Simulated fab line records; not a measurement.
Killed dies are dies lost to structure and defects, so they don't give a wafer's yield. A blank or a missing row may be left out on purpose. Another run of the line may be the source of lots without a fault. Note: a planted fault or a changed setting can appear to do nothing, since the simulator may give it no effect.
Chamber matching    flow n5 finfet    3 sister chambers for N5_BEOL_M15_ILD_DEP_00 on pecvd-02
The step deposits SiO2 from TEOS/O2, target thk 1629.3 nm, time 346.1 s. 3 wafers are shown with their chamber, then 12 later ones without.

== WAFERS, EACH WITH ITS CHAMBER ==
wafer   chamber  throttle valve pct (%)
L090.2  0        20.5
L093.5  1        19.9
L093.6  2        17.4

== WAFERS WITHOUT THEIR CHAMBER ==
wafer   throttle valve pct (%)
L092.2  17.3
L092.4  20.7
L092.5  20.0
L095.2  19.9
L095.4  20.7
L095.5  19.8
L096.1  17.4
L096.3  19.8
L096.6  17.5
L097.3  19.9
L097.4  17.6
L097.6  19.9

== WHICH CHAMBER EACH ONE RAN IN ==
wafer   from the rows above  in truth
L092.2  2                    2
L092.4  0                    0
L092.5  1                    1
L095.2  1                    1
L095.4  0                    0
L095.5  1                    1
L096.1  2                    2
L096.3  1                    1
L096.6  2                    2
L097.3  1                    1
L097.4  2                    2
L097.6  1                    1
Correct placement for 12 of the 12. Not placeable from these rows: 0. 0 placed wrongly.
How it was worked out, from the rows above alone: a wafer's distance from a chamber is the root of the sum, over the readings, of the square of ((its reading less the chamber's mean) divided by the reading's scatter). If the next closest chamber is less than 2 further off than the closest, the wafer can't be placed; otherwise it belongs to the closest. Each chamber's mean is taken over the wafers shown for it. The scatter: root of mean squared gap, hidden wafer to nearest shown wafer, with one shown wafer a chamber.
